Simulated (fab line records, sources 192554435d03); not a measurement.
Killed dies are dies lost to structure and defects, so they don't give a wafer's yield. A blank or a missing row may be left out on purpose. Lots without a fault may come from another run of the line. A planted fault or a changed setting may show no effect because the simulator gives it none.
Chamber matching | flow n5_finfet | N5_BEOL_M8_STRIP_19 on rie_diel-02: 4 sister chambers
The step strips in O2. 18 wafers are shown with their chamber, then 9 later ones without.

WAFERS WITH THEIR CHAMBER
wafer  | chamber | showerhead_plenum_p_Torr (Torr) | throttle_valve_pct (%) | oes_product_au (a.u.)
L075.2 | 2       | 1.99                            | 17.19                  | 0.70
L075.4 | 1       | 2.11                            | 16.77                  | 0.75
L075.6 | 3       | 2.18                            | 17.18                  | 0.72
L078.2 | 3       | 2.18                            | 17.21                  | 0.71
L078.4 | 2       | 1.99                            | 17.18                  | 0.70
L078.6 | 0       | 2.00                            | 16.61                  | 0.75
L079.2 | 2       | 1.99                            | 17.22                  | 0.69
L079.3 | 3       | 2.18                            | 17.22                  | 0.73
L079.5 | 1       | 2.10                            | 16.81                  | 0.74
L085.2 | 1       | 2.10                            | 16.81                  | 0.74
L085.5 | 0       | 2.00                            | 16.66                  | 0.74
L085.6 | 1       | 2.10                            | 16.78                  | 0.73
L088.2 | 1       | 2.10                            | 16.81                  | 0.73
L088.3 | 0       | 1.99                            | 16.65                  | 0.73
L088.4 | 3       | 2.18                            | 17.23                  | 0.71
L087.2 | 3       | 2.18                            | 17.26                  | 0.70
L087.3 | 2       | 1.98                            | 17.24                  | 0.68
L087.6 | 1       | 2.10                            | 16.81                  | 0.73

SIGNATURES (means of the wafers above)
reading                  | chamber 0 | chamber 1 | chamber 2 | chamber 3 | scatter within a chamber
showerhead_plenum_p_Torr | 1.9967    | 2.1017    | 1.9875    | 2.1800    | 0.00401
throttle_valve_pct       | 16.6400   | 16.7983   | 17.2075   | 17.2200   | 0.025
oes_product_au           | 0.7400    | 0.7367    | 0.6925    | 0.7140    | 0.00974
Rule: a wafer's distance from a chamber is the root of the sum, over the readings, of the square of ((its reading less the chamber's mean) divided by the reading's scatter). The wafer belongs to the nearest chamber; if the next one is less than 2 further off, it can't be placed. The scatter: the root of (the sum of the squares of (reading less its chamber's mean) over the shown wafers, divided by (wafers less chambers)).

WAFERS WITHOUT THEIR CHAMBER
wafer  | showerhead_plenum_p_Torr (Torr) | throttle_valve_pct (%) | oes_product_au (a.u.)
L089.1 | 2.18                            | 17.25                  | 0.70
L089.4 | 1.99                            | 16.64                  | 0.73
L089.6 | 1.98                            | 17.22                  | 0.67
L090.3 | 1.98                            | 17.22                  | 0.69
L090.4 | 2.17                            | 17.24                  | 0.71
L090.6 | 2.17                            | 17.24                  | 0.70
L092.3 | 1.99                            | 16.66                  | 0.73
L092.5 | 1.99                            | 16.68                  | 0.73
L092.6 | 2.09                            | 16.83                  | 0.73

WHICH CHAMBER EACH WENT THROUGH
wafer  | from the rows above | in truth
L089.1 | 3                   | 3
L089.4 | 0                   | 0
L089.6 | 2                   | 2
L090.3 | 2                   | 2
L090.4 | 3                   | 3
L090.6 | 3                   | 3
L092.3 | 0                   | 0
L092.5 | 0                   | 0
L092.6 | 1                   | 1
Placed correctly: 9 of 9. Can't be placed from these rows: 0. Placed wrongly: 0.
